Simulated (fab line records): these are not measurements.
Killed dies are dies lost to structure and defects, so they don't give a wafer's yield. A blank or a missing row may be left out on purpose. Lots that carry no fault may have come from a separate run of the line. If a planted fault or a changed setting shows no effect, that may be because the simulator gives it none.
Matching of chambers || flow nandHarc || NHARC_P_M2_STRIP_18 on rieDiel-11 has 4 sister chambers
The step strips in N2/H2. 18 wafers are shown with their chamber, then 9 later ones without.

== WAFERS, EACH WITH ITS CHAMBER ==
{"wafer": "L074.3", "chamber": 0, "showerheadPlenumPTorr (Torr)": 2.11, "oesProductAu (a.u.)": 0.987, "rfVppV (V)": 91.1}
{"wafer": "L074.5", "chamber": 0, "showerheadPlenumPTorr (Torr)": 2.11, "oesProductAu (a.u.)": 0.979, "rfVppV (V)": 91.9}
{"wafer": "L074.6", "chamber": 3, "showerheadPlenumPTorr (Torr)": 1.98, "oesProductAu (a.u.)": 0.991, "rfVppV (V)": 89.1}
{"wafer": "L075.2", "chamber": 2, "showerheadPlenumPTorr (Torr)": 2.10, "oesProductAu (a.u.)": 1.000, "rfVppV (V)": 91.0}
{"wafer": "L075.3", "chamber": 3, "showerheadPlenumPTorr (Torr)": 1.98, "oesProductAu (a.u.)": 0.996, "rfVppV (V)": 90.9}
{"wafer": "L075.6", "chamber": 3, "showerheadPlenumPTorr (Torr)": 1.97, "oesProductAu (a.u.)": 0.997, "rfVppV (V)": 90.0}
{"wafer": "L079.3", "chamber": 1, "showerheadPlenumPTorr (Torr)": 1.95, "oesProductAu (a.u.)": 1.003, "rfVppV (V)": 91.1}
{"wafer": "L079.4", "chamber": 2, "showerheadPlenumPTorr (Torr)": 2.09, "oesProductAu (a.u.)": 0.995, "rfVppV (V)": 91.1}
{"wafer": "L079.6", "chamber": 0, "showerheadPlenumPTorr (Torr)": 2.11, "oesProductAu (a.u.)": 0.984, "rfVppV (V)": 92.8}
{"wafer": "L080.1", "chamber": 1, "showerheadPlenumPTorr (Torr)": 1.95, "oesProductAu (a.u.)": 0.996, "rfVppV (V)": 90.0}
{"wafer": "L080.2", "chamber": 2, "showerheadPlenumPTorr (Torr)": 2.09, "oesProductAu (a.u.)": 0.983, "rfVppV (V)": 89.8}
{"wafer": "L080.3", "chamber": 0, "showerheadPlenumPTorr (Torr)": 2.11, "oesProductAu (a.u.)": 0.981, "rfVppV (V)": 90.4}
{"wafer": "L085.1", "chamber": 3, "showerheadPlenumPTorr (Torr)": 1.97, "oesProductAu (a.u.)": 0.983, "rfVppV (V)": 89.3}
{"wafer": "L085.3", "chamber": 0, "showerheadPlenumPTorr (Torr)": 2.11, "oesProductAu (a.u.)": 0.987, "rfVppV (V)": 92.0}
{"wafer": "L085.4", "chamber": 2, "showerheadPlenumPTorr (Torr)": 2.09, "oesProductAu (a.u.)": 0.992, "rfVppV (V)": 91.6}
{"wafer": "L088.1", "chamber": 1, "showerheadPlenumPTorr (Torr)": 1.95, "oesProductAu (a.u.)": 1.008, "rfVppV (V)": 89.7}
{"wafer": "L088.2", "chamber": 3, "showerheadPlenumPTorr (Torr)": 1.97, "oesProductAu (a.u.)": 1.009, "rfVppV (V)": 90.3}
{"wafer": "L088.6", "chamber": 2, "showerheadPlenumPTorr (Torr)": 2.09, "oesProductAu (a.u.)": 1.010, "rfVppV (V)": 90.2}

SIGNATURES (averages over the wafers above)
{"reading": "showerheadPlenumPTorr", "chamber 0": 2.1100, "chamber 1": 1.9500, "chamber 2": 2.0920, "chamber 3": 1.9740, "scatter within a chamber": 0.00378}
{"reading": "oesProductAu", "chamber 0": 0.98360, "chamber 1": 1.00233, "chamber 2": 0.99600, "chamber 3": 0.99520, "scatter within a chamber": 0.00794}
{"reading": "rfVppV", "chamber 0": 91.640, "chamber 1": 90.267, "chamber 2": 90.740, "chamber 3": 89.920, "scatter within a chamber": 0.79}
Rule: distance of a wafer from a chamber = root of the sum over the readings of ((wafer's reading minus chamber's mean) / reading's scatter) squared. The wafer belongs to the nearest chamber; if the next one is less than 2 further off, it can't be placed. The scatter is the square root of a quotient: the sum, over the shown wafers, of each reading's squared deviation from its chamber's mean, divided by wafers minus chambers.

== WAFERS MISSING THEIR CHAMBER ==
{"wafer": "L089.2", "showerheadPlenumPTorr (Torr)": 1.94, "oesProductAu (a.u.)": 1.003, "rfVppV (V)": 90.6}
{"wafer": "L089.5", "showerheadPlenumPTorr (Torr)": 2.09, "oesProductAu (a.u.)": 1.001, "rfVppV (V)": 91.1}
{"wafer": "L089.6", "showerheadPlenumPTorr (Torr)": 1.97, "oesProductAu (a.u.)": 0.989, "rfVppV (V)": 90.8}
{"wafer": "L090.2", "showerheadPlenumPTorr (Torr)": 1.97, "oesProductAu (a.u.)": 0.998, "rfVppV (V)": 90.0}
{"wafer": "L090.5", "showerheadPlenumPTorr (Torr)": 1.97, "oesProductAu (a.u.)": 0.985, "rfVppV (V)": 89.0}
{"wafer": "L090.6", "showerheadPlenumPTorr (Torr)": 2.09, "oesProductAu (a.u.)": 1.009, "rfVppV (V)": 91.1}
{"wafer": "L092.2", "showerheadPlenumPTorr (Torr)": 1.94, "oesProductAu (a.u.)": 0.998, "rfVppV (V)": 90.2}
{"wafer": "L092.3", "showerheadPlenumPTorr (Torr)": 2.09, "oesProductAu (a.u.)": 1.007, "rfVppV (V)": 90.6}
{"wafer": "L092.4", "showerheadPlenumPTorr (Torr)": 1.97, "oesProductAu (a.u.)": 0.988, "rfVppV (V)": 89.7}

== WHICH CHAMBER EACH ONE RAN IN ==
{"wafer": "L089.2", "from the rows above": 1, "in truth": 1}
{"wafer": "L089.5", "from the rows above": 2, "in truth": 2}
{"wafer": "L089.6", "from the rows above": 3, "in truth": 3}
{"wafer": "L090.2", "from the rows above": 3, "in truth": 3}
{"wafer": "L090.5", "from the rows above": 3, "in truth": 3}
{"wafer": "L090.6", "from the rows above": 2, "in truth": 2}
{"wafer": "L092.2", "from the rows above": 1, "in truth": 1}
{"wafer": "L092.3", "from the rows above": 2, "in truth": 2}
{"wafer": "L092.4", "from the rows above": 3, "in truth": 3}
Correct placement for 9 of the 9. Left unplaced by these rows: 0. Number placed wrongly: 0.
